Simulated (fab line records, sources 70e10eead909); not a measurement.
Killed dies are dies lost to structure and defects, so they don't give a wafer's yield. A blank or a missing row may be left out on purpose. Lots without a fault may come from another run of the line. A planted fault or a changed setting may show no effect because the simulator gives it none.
fab line records | flow nand_harc | part 2 of 2: steps 21 to 28 of 28
record lots=5 wafers=15 last_day=31
route steps=1302 shown A_CONTACT@1072
lots that met no fault: from a run of the same line without faults
start_h: hours from the record's first day to the start of the lot's first wafer shown | wait_h: hours since the lot's step before | " the same as in the row above | L1.1+2: a row that stands for several wafers | - no value, or no start given | * or withheld: withheld | < > ~ a bound
route shown NAME@n: a module of which the file shows steps, and the number in the route of the first | usual: mean/standard deviation of fault-free wafers | same: alike in all rows | chamber/n: place in a boat | sites: the reading at each site | _std_site: their standard deviation | _edge_site: outer sites' mean less inner sites' | radius_mm: how far each site lies from the wafer's centre | mask NAME#n: copy n | behind: the tool/chamber that last shaped the wafer | hold: why the lot was held/for how many hours/how that ended | device: the transistor (n, p or np) that didn't switch | end of line: the same wafers' tests at the end of the route | a step without rows: its recipe alone | killed: dies lost to structure and defects at the first sort, not the wafer's yield | map: a wafer's dies, x killed, . not, _ none there
set.NAME: the setting as run; set.NAME@STEP: as run at that earlier step | model.NAME: the simulator's own value behind a step, which no gauge read
lots at some steps of the route; a table a step, a row a wafer
services: from which hour (start_h, from the record's first day; less than 0 if before it) a tool's chamber was out of use, for how many hours, and why
## steps
# step NHARC_A_CONTACT_ETCH_92
# recipe target_depth_a=400 over_etch_frac=0.5 time_s=85.7 ion_energy_ev=120 ch3f_flow_sccm=50 o2_flow_sccm=30 ar_flow_sccm=200 rf_w=500 bias_w=100 chemistry=CH3F/O2
# usual drypump_motor_current_A=5.8/0.44 oes_product_au=0.936/0.03 rf_vpp_V=244.2/1.8 showerhead_plenum_p_Torr=2.44/0.12 throttle_valve_pct=20.664/0.0086
# same over_etch_frac=0.5
# columns lot.wafer tool chamber start_h wait_h drypump_motor_current_A oes_product_au rf_hours_counter_h rf_vpp_V showerhead_plenum_p_Torr throttle_valve_pct
L074.3 rie_diel-03 2 519.29 0.4 5.7 0.998 17 248.9 2.65 20.667
L074.4 " 0 " " 5.5 1.005 18 246.1 2.58 20.660
L074.6 " 2 " " 5.7 0.998 - 247.2 2.65 20.673
L078.3 rie_diel-02 1 547.70 0.4 6.2 0.929 24 245.5 2.58 20.676
L078.4 " 3 " " 6.1 0.932 26 242.5 2.38 20.665
L078.6 " 0 " " 5.8 0.952 - 243.1 2.31 20.655
L079.3 rie_diel-03 2 567.59 0.4 5.7 0.921 35 246.7 2.65 20.675
L079.4 " 0 " " 5.5 0.932 38 245.6 2.57 20.652
L079.6 " 1 " " 6.3 0.913 - 243.7 2.29 20.650
L086.4 rie_diel-02 2 637.65 0.5 5.1 0.908 13 245.7 2.44 20.663
L086.3 " 3 " " 6.1 0.918 11 243.2 2.38 20.669
L086.6 " 0 " " 5.8 0.920 - 242.1 2.31 20.653
L089.1 rie_diel-02 2 691.95 0.5 5.1 0.999 25 244.9 2.44 20.669
L089.4 " 3 " " 6.1 0.998 21 245.3 2.37 20.664
L089.6 " 2 " " 5.1 0.978 - 243.7 2.44 20.673
# step NHARC_A_CONTACT_ETCH_98
# recipe target_depth_a=200 over_etch_frac=0.5 time_s=10 ion_energy_ev=250 c4f6_flow_sccm=25 o2_flow_sccm=20 ar_flow_sccm=500 rf_w=600 bias_w=500 chemistry=C4F6/O2
# usual drypump_motor_current_A=5.8/0.44 oes_product_au=0.954/0.022 rf_vpp_V=546/3.5 showerhead_plenum_p_Torr=3.89/0.17 throttle_valve_pct=26.905/0.0085
# same over_etch_frac=0.5
# columns lot.wafer tool chamber start_h wait_h drypump_motor_current_A oes_product_au rf_hours_counter_h rf_vpp_V showerhead_plenum_p_Torr throttle_valve_pct
L074.4 rie_diel-03 1 - - 6.4 0.999 9 540 3.68 26.900
L074.3 " 2 " " 5.7 1.005 17 552 4.22 26.909
L074.6 " 0 " " 5.5 0.999 - 553 4.10 26.902
L078.3 rie_diel-02 3 - - 6.1 0.947 26 544 3.81 26.908
L078.4 " 1 " " 6.3 0.962 24 550 4.11 26.886
L078.6 " 3 " " 6.1 0.959 - 545 3.81 26.910
L079.3 rie_diel-03 2 - - 5.7 0.949 35 553 4.20 26.902
L079.4 " 3 " " 5.6 0.945 38 545 3.89 26.898
L079.6 " 2 " " 5.7 0.954 - 552 4.20 26.908
L086.4 rie_diel-02 2 - - 5.1 0.952 13 546 3.90 26.905
L086.3 " 0 " " 5.8 0.967 11 543 3.69 26.900
L086.6 " 1 " " 6.3 0.968 - 551 4.10 26.916
L089.4 rie_diel-02 0 - - 5.8 1.000 22 543 3.69 26.907
L089.1 " 2 " " 5.1 0.988 25 545 3.89 26.912
L089.6 " 0 " " 5.8 0.996 - 543 3.69 26.912
# step NHARC_A_CONTACT_CD_MEAS_15
# usual cd_nm=189.9/0.64
# columns lot.wafer tool chamber start_h wait_h cd_nm
L074.3 cd_sem-02 - 519.51 - 190.2
L074.4 " - " " 190.8
L074.6 " - " " 189.6
L078.3 cd_sem-02 - 547.99 - 189.8
L078.4 " - " " 190.4
L078.6 " - " " 190.0
L079.3 cd_sem-01 - 567.80 - 189.6
L079.4 " - " " 190.1
L079.6 " - " " 189.5
L086.3 cd_sem-01 - 638.10 - 189.5
L086.4 " - " " 190.1
L086.6 " - " " 190.5
L089.1 cd_sem-02 - 692.15 - 190.2
L089.4 " - " " 190.7
L089.6 " - " " 190.5
# step NHARC_A_CONTACT_STRIP_107
# recipe n2_flow_sccm=150 h2_flow_sccm=150 ar_flow_sccm=0 bias_w=0 chemistry=N2/H2
# columns lot.wafer tool chamber start_h wait_h
L074.3+4+6 rie_diel-10 0,2,1 519.58 0.1
L078.4+3+6 rie_diel-02 2,3,1 548.07 0.1
L079.4+3+6 rie_diel-02 3,0,2 567.88 0.1
L086.3+4+6 rie_diel-02 1,0,2 638.17 0.1
L089.4+1+6 rie_diel-02 0,1,0 692.23 0.1
# step NHARC_A_CONTACT_STRIP_108
# recipe cf4_flow_sccm=100 chf3_flow_sccm=30 ar_flow_sccm=0 bias_w=0 chemistry=CF4/CHF3
# columns lot.wafer tool chamber start_h wait_h
L074.4+3+6 rie_diel-10 3,1,3 519.67 0.1
L078.4+3+6 rie_diel-02 3,1,3 548.15 0.1
L079.4+3+6 rie_diel-02 2,3,2 567.96 0.1
L086.4+3+6 rie_diel-02 3,1,3 638.27 0.1
L089.1+4+6 rie_diel-02 2,0,3 692.32 0.1
# step NHARC_A_CONTACT_STRIP_109
# recipe o2_flow_sccm=400 cos_flow_sccm=20 ar_flow_sccm=0 bias_w=0 chemistry=O2/COS
# columns lot.wafer tool chamber start_h wait_h
L074.4+3+6 rie_diel-10 2,3,2 519.73 0.1
L078.4+3+6 rie_diel-02 2,0,1 548.22 0.1
L079.4+3+6 rie_diel-02 3,0,2 568.03 0.1
L086.4+3+6 rie_diel-02 2,0,3 638.52 0.3
L089.4+1+6 rie_diel-02 0,1,3 692.39 0.1
# step NHARC_A_CONTACT_ETCH_110
# recipe target_depth_a=600 overetch_a=60 time_s=33 ion_energy_ev=100 cf4_flow_sccm=80 o2_flow_sccm=20 ar_flow_sccm=0 rf_w=300 bias_w=100 chemistry=CF4/O2
# usual drypump_motor_current_A=5.7/0.42 oes_product_au=0.997/0.0095 rf_vpp_V=197.9/1.8 showerhead_plenum_p_Torr=1.34/0.066 throttle_valve_pct=13.397/0.0089
# columns lot.wafer tool chamber start_h wait_h drypump_motor_current_A oes_product_au rf_hours_counter_h rf_vpp_V showerhead_plenum_p_Torr throttle_valve_pct
L074.3 rie_diel-10 0 519.80 0.1 5.2 1.012 32 197.1 1.29 13.382
L074.4 " 1 " " 6.0 0.998 29 197.9 1.25 13.406
L074.6 " 0 " " 5.2 1.012 - 197.1 1.29 13.403
L078.4 rie_diel-02 2 548.33 0.1 5.1 0.984 25 198.7 1.33 13.401
L078.3 " 1 " " 6.2 0.998 24 199.0 1.40 13.395
L078.6 " 3 " " 6.1 0.998 - 197.7 1.29 13.406
L079.4 rie_diel-02 2 568.09 0.1 5.1 0.986 27 199.1 1.33 13.401
L079.3 " 0 " " 5.8 1.019 26 196.0 1.25 13.395
L079.6 " 2 " " 5.1 0.991 - 198.5 1.33 13.395
L086.4 rie_diel-02 3 638.59 0.1 6.1 0.991 11 197.1 1.29 13.400
L086.3 " 1 " " 6.2 0.997 9 199.0 1.40 13.395
L086.6 " 2 " " 5.1 1.000 - 197.2 1.32 13.388
L089.1 rie_diel-02 0 692.44 0.0 5.8 1.006 22 196.1 1.25 13.410
L089.4 " 1 " " 6.2 0.989 20 200.0 1.40 13.386
L089.6 " 1 " " 6.2 0.989 - 199.7 1.40 13.402
# step NHARC_A_CONTACT_STRIP_26
# recipe o2_flow_sccm=500 ar_flow_sccm=0 bias_w=0 chemistry=O2
# usual drypump_motor_current_A=5.8/0.42 oes_product_au=0.997/0.0084 rf_vpp_V=57.8/0.93 showerhead_plenum_p_Torr=3.53/0.17 throttle_valve_pct=17.036/0.0091
# columns lot.wafer tool chamber start_h wait_h drypump_motor_current_A oes_product_au rf_hours_counter_h rf_vpp_V showerhead_plenum_p_Torr throttle_valve_pct
L074.3 rie_diel-10 1 - - 6.0 1.003 29 57.2 3.30 17.036
L074.4 " 2 " " 5.1 0.994 32 57.9 3.51 17.039
L074.6 " 0 " " 5.2 0.998 - 56.9 3.43 17.031
L078.3 rie_diel-02 3 - - 6.1 1.008 26 56.3 3.42 17.041
L078.4 " 0 " " 5.8 1.022 25 56.6 3.32 17.035
L078.6 " 1 " " 6.3 1.003 - 58.7 3.70 17.043
L079.3 rie_diel-02 0 - - 5.8 1.002 26 56.8 3.32 17.043
L079.4 " 1 " " 6.2 0.993 26 59.4 3.70 17.041
L079.6 " 2 " " 5.1 0.993 - 57.5 3.51 17.042
L086.3 rie_diel-02 1 - - 6.2 1.004 9 59.1 3.69 17.057
L086.4 " 2 " " 5.1 0.985 13 56.0 3.50 17.041
L086.6 " 1 " " 6.2 0.994 - 57.9 3.69 17.024
L089.1 rie_diel-02 0 - - 5.8 1.007 22 58.0 3.31 17.037
L089.4 " 1 " " 6.2 0.995 20 59.1 3.68 17.035
L089.6 " 3 " " 6.1 0.997 - 58.2 3.41 17.045
## services
# columns tool chamber start_h hours kind
arfi_scanner-01 - 493.90 19.4 repair
har_cap_etch-01 - 497.62 17.0 pm
rie_diel-02 0 500.71 - clean
rie_diel-02 1 500.71 - clean
rie_diel-02 2 500.71 - clean
rie_diel-02 3 500.71 - clean
litho_track-01 - 505.00 7.0 pm
rie_diel-02 0 525.25 - clean
rie_diel-02 1 525.25 - clean
litho_track-06 - 529.00 7.0 pm
arfi_scanner-03 - 540.00 4.0 pm
litho_track-04 - 553.00 7.0 pm
rie_diel-03 3 555.71 3.1 repair
arfi_scanner-03 - 565.43 1.9 repair
rie_diel-02 - 570.71 9.0 pm
rie_diel-03 2 586.42 7.1 repair
rie_diel-10 - 596.94 9.0 pm
arfi_scanner-01 - 600.16 15.8 repair
rie_diel-03 2 603.27 6.9 repair
rie_diel-02 1 619.88 12.7 repair
arfi_scanner-01 - 621.80 4.0 pm
rie_diel-02 3 624.78 5.7 repair
rie_diel-03 - 635.33 9.0 pm
litho_track-01 - 680.00 7.0 pm
